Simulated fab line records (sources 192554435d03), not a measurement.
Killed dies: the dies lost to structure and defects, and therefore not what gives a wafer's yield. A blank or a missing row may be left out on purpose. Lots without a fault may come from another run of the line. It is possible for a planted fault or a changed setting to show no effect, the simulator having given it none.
Split-lot study | flow n5Finfet | on a route of 1938 steps: 7 lots, 21 wafers read

== THE SPLIT ITSELF ==
At N5_SD_EPI_P_PEB_07 (peb time 60 s), the setting pebTimeS was moved away from the recipe's 60 s on 7 of the 21 wafers read, by -20.9% to +22.2%. This setting was run at the recipe's value on the other wafers.

== BETWEEN THE SPLIT AND THE READING: the file shows 1 step in between ==
- N5_SD_EPI_P_DEVELOP_08: develop time 30 s (also split here: developTimeS)

== THE READING ==
cdNm (nm) at N5_SD_EPI_P_CD_MEAS_09, where the cd target is 240 nm. A value of 239.6 nm with a standard deviation of 0.79 nm is what fault-free wafers of this fab line usually give.

wafer  | tool, chamber at the split | pebTimeS as run, s | against the recipe | cdNm, nm | against lot-mates on the recipe
L078.2 | lithoTrack-01, 0           | 60                 | recipe             | 238.8    | -
L078.4 | lithoTrack-01, 0           | 53.9               | -10.2%             | 237.3    | -1.8
L078.5 | lithoTrack-01, 0           | 60                 | recipe             | 239.4    | -
L080.2 | lithoTrack-05, 0           | 73.35              | +22.2%             | 247.0    | +6.7
L080.3 | lithoTrack-05, 0           | 73.35              | +22.2%             | 246.2    | +5.9
L080.6 | lithoTrack-05, 0           | 60                 | recipe             | 240.3    | -
L083.2 | lithoTrack-05, 0           | 60                 | recipe             | 239.0    | -
L083.4 | lithoTrack-05, 0           | 50.66              | -15.6%             | 232.4    | -6.6
L083.5 | lithoTrack-05, 0           | 50.66              | -15.6%             | 232.7    | -6.3
L085.1 | lithoTrack-05, 0           | 60                 | recipe             | 240.0    | -
L085.4 | lithoTrack-05, 0           | 60                 | recipe             | 240.4    | -
L085.6 | lithoTrack-05, 0           | 60                 | recipe             | 241.8    | -
L086.4 | lithoTrack-01, 0           | 60                 | recipe             | 237.5    | -
L086.5 | lithoTrack-01, 0           | 60                 | recipe             | 239.4    | -
L086.6 | lithoTrack-01, 0           | 60                 | recipe             | 239.6    | -
L091.3 | lithoTrack-02, 0           | 47.49              | -20.9%             | 230.6    | -7.6
L091.4 | lithoTrack-02, 0           | 60                 | recipe             | 238.2    | -
L091.6 | lithoTrack-02, 0           | 47.49              | -20.9%             | 230.4    | -7.8
L095.1 | lithoTrack-05, 0           | 60                 | recipe             | 241.7    | -
L095.2 | lithoTrack-05, 0           | 60                 | recipe             | 239.7    | -
L095.3 | lithoTrack-05, 0           | 60                 | recipe             | 239.9    | -

FIT RESULTS
A straight line over all 21 wafers: cdNm changes by +0.378 nm for each +1% of pebTimeS; r = +0.96; the points scatter about the line by 1.2 nm.
The same after taking each lot's own level away (the mean of its wafers on the recipe; 21 wafers): +0.332 nm for each +1%; r = +0.97; scatter 0.91 nm.
Per that fit: largest pebTimeS move, reading shift of 7.4 nm.
Across the lots, their own levels run from 238.20 to 240.73 nm, a range of 3.2 times the standard deviation given above.
Thus the slope moves with the lot-to-lot level: the two fits are different.
Check: for one of the wafers moved furthest among these (+22.2%), held out of the fit, the line's prediction against its lot-mates is +7.34 nm. Against them it came out at +6.7 nm.

== ADDITIONAL SPLITS CARRIED BY THESE WAFERS ==
These wafers also went through other splits before the reading. Each is held against what the fit with the lots' levels taken away leaves over:
other split on the same wafers      | wafers away from the commonest value | r with cdNm (lot level and that fit taken away)
N5_DUMMY_GATE_ETCH_42 biasW         | 7                                    | -0.16
N5_SD_EPI_P_DEVELOP_08 developTimeS | 5                                    | +0.32

== THE WHOLE CHAIN: every reading that the file lists as answering this split, in the file's order ==
step                   | what it does                                           | reading                                                        | change (the file's fit)               | r (the file's)
N5_SD_EPI_P_CD_MEAS_09 | target cd 240 nm                                       | cdNm                                                           | +0.326 nm for each +1% of the setting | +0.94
N5_SD_EPI_P_DESCUM_14  | chemistry O2, time 7.9 s                               | SD_EPI_P.cdNm (the simulator's own value, which no gauge read) | +0.321 nm for each +1% of the setting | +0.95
N5_SD_EPI_P_ETCH_36    | etches SiARC in CF4, target depth 45.5 nm, time 75.8 s | SD_EPI_P.cdNm (the simulator's own value, which no gauge read) | +0.314 nm for each +1% of the setting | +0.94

== THE FILE'S OWN FIT ==
cdNm changes by +0.326 nm for each +1% of pebTimeS, r = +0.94.
